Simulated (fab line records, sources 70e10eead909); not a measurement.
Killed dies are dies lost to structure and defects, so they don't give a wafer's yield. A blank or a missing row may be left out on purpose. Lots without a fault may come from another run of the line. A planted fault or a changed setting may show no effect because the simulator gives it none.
Which tool did it? | flow nand_harc | 6 lots, 18 wafers sampled, at 4 steps of a route of 1159

WHAT THE GAUGES READ, wafer by wafer
NHARC_END_SORT_01.
lot  | measured     | on        | killed_at_other
L463 | day 20 10:55 | prober-01 | 1 0 0
L468 | day 22 02:26 | prober-02 | 1 1 0
L473 | day 23 17:41 | prober-02 | 0 0 0

WHICH TOOL RAN EACH LOT (tool, then ch and the chambers of the sampled wafers, then the start)
lot  | NHARC_A_WL_FILL_ALD_02              | NHARC_A_WL_FILL_STRIP_27             | NHARC_A_WL_FILL_ALD_10
L459 | ald_metal-04 ch 0,1, day 15 08:48   | plasma_asher-02 ch 0,1, day 15 17:35 | ald_hk-02 ch 0,2,3, day 15 22:48
L461 | ald_metal-03 ch 1,2,3, day 15 09:08 | plasma_asher-01 ch 0,1, day 15 20:08 | ald_hk-03 ch 0,2, day 15 22:48
L463 | ald_metal-01 ch 1,2,3, day 15 18:07 | plasma_asher-02 ch 0,1, day 15 23:28 | ald_hk-02 ch 1,2, day 16 03:14
L466 | ald_metal-03 ch 1,2, day 16 22:32   | plasma_asher-01 ch 0,1, day 17 11:25 | ald_hk-02 ch 1,2,3, day 17 16:37
L468 | ald_metal-04 ch 1,2,3, day 17 10:03 | plasma_asher-02 ch 0,1, day 17 15:47 | ald_hk-02 ch 0,1, day 17 21:31
L473 | ald_metal-04 ch 0,1,3, day 18 11:19 | plasma_asher-02 ch 0,1, day 18 23:04 | ald_hk-02 ch 0,1, day 19 05:43
- NHARC_A_WL_FILL_ALD_02: deposits TiN, target thk 2 nm, pulse time 3 s, ald cycles 100.
- NHARC_A_WL_FILL_STRIP_27: strips in N2/H2, time 20 s.
- NHARC_A_WL_FILL_ALD_10: deposits SiO2, target thk 50 nm, pulse time 10 s, ald cycles 500.

THE ANSWER, worked out from the rows above alone
Rule: what is usual is taken from the lots themselves. Put in order of their means at a reading, lots are off if they are a third of the lots or fewer, leave a main group of 4 or more, and stand apart from it by a gap of 3 or more times the standard deviation of the main group's means; of several such gaps the widest counts. A main group whose means are all the same, to the digits that the tables above print for the reading, isn't used. A lot without any number at a reading at which 4 lots or more have one is off too. The other lots that the step has rows for count as sound.
No lot is off at any reading shown: from this, nothing can be told.

WHAT THE SIMULATOR HAD PUT IN
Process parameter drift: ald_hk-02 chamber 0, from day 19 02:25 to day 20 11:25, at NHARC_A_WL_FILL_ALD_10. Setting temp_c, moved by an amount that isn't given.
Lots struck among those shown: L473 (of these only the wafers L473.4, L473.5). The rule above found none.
